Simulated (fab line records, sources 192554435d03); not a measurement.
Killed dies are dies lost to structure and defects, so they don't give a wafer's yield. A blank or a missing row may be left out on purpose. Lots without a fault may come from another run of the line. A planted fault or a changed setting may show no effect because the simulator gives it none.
A struck lot beside a sound one | flow n5_finfet | 15 steps out of a route of 1938
Sound: wafers L780.1, L780.4, L780.5. Struck: wafer L789.3. (L789.4 of the same lot was not struck and is left out.) The cause comes at the end.
At each step with rows: each side's tool, then ch and its chambers, then its first start. Under that, the readings that differ: sound wafers | struck wafers | difference of the means | sigmas: that difference in standard deviations of wafers without a fault.
alike: readings whose means differ by less than 2 such deviations, and words and numbers that are the same on both sides. not compared: withheld readings, readings that some wafer has no value for, bounds like >300 that may hide the same value, and numbers for which the record gives no deviation and whose values overlap.
The two part at a step that has a row with sigmas, a row that says differs or no value, or rows on one side only. Numbers that don't overlap but have no deviation are shown without sigmas and don't part them. A reading that every wafer of one side lacks parts them only if that side has two wafers or more.

N5_BEOL_M7_TRENCH_ETCH_37: etches SiCOH lowk in C4F6/O2, target depth 93.478 nm, time 31.2 s.
  sound on rie_diel-06 ch 0,1,2; struck on rie_diel-01 ch 3
  alike: drypump_motor_current_A, mfc_ar_sccm, oes_product_au, rf_vpp_V, showerhead_plenum_p_Torr, throttle_valve_pct
  not compared: rf_hours_counter_h
then, 1 step without rows for these wafers: N5_BEOL_M7_ETCH_41 (etches SiCN in CH3F/O2, target depth 31.9 nm, time 57.8 s).
N5_BEOL_M7_STRIP_80: strips in N2/H2, time 10 s.
  sound on rie_diel-06 ch 0,1,2; struck on rie_diel-01 ch 3
  reading                         | sound          | struck | difference | sigmas
  showerhead_plenum_p_Torr (Torr) | 2.64 2.60 2.59 | 2.45   | -0.16      | -2
  alike: drypump_motor_current_A, oes_product_au, rf_vpp_V, throttle_valve_pct
  not compared: rf_hours_counter_h
N5_BEOL_M7_OCD_MEAS_38:
  sound on ocd-01, day 10 22:08; struck on ocd-01, day 12 22:02
  alike: trench_depth_nm
then, 4 steps without rows for these wafers: N5_BEOL_M7_HM_STRIP_39 (strips TiN in peroxide tin strip, target depth 25 nm, time 158 s); N5_BEOL_M7_SRD_40 (time 30 s); N5_BEOL_M7_PRECLEAN_42 (cleans in residue remover, time 60 s); N5_BEOL_M7_SRD_43 (time 30 s).
N5_BEOL_M7_CD_MEAS_35: target cd 40 nm.
  sound on cd_sem-03, day 10 22:17; struck on cd_sem-02, day 12 22:12
  reading    | sound          | struck | difference | sigmas
  cd_nm (nm) | 40.4 40.2 39.8 | 38.2   | -1.9       | -2
N5_BEOL_M7_CURE_75: cures SiCOH lowk, time 120 s.
  sound on uv_cure-03 ch 0, day 10 22:22; struck on uv_cure-03 ch 2, day 12 22:43
  alike: lamp_power_pct, wafer_temp_C_max
N5_BEOL_M7_DEGAS_44: time 60 s.
  sound on pvd_sputter-02, day 10 22:47; struck on pvd_sputter-03, day 12 23:17
  alike: heater_power_w
then, 1 step without rows for these wafers: N5_BEOL_M7_PRE_CLEAN_45 (time 30 s).
N5_BEOL_M7_ALD_77: deposits TaN, target thk 2 nm, pulse time 2 s, purge time 3 s.
  sound on ald_metal-02 ch 0,2,3, day 10 22:53; struck on ald_metal-03 ch 1, day 12 23:23
  reading    | sound    | struck | difference | sigmas
  ald_cycles | 40 40 40 | 44     | +4         |
  alike: heater_power_outer_w, heater_power_w, precursor_vessel_temp_c
N5_BEOL_M7_SURFACE_TREAT_79:
  sound on pvd_sputter-03, day 10 23:13; struck on pvd_sputter-02, day 12 23:40
  not compared: throttle_valve_pct
then, 1 step without rows for these wafers: N5_PASSIVATION_PROBE_49.

WHERE THEY PART
First at N5_BEOL_M7_STRIP_80; last, within this record, at N5_BEOL_M7_CD_MEAS_35. Later steps at which nothing parts them and some readings are alike: N5_BEOL_M7_CURE_75, N5_BEOL_M7_DEGAS_44, N5_BEOL_M7_ALD_77.

WHY: what the simulator had put in
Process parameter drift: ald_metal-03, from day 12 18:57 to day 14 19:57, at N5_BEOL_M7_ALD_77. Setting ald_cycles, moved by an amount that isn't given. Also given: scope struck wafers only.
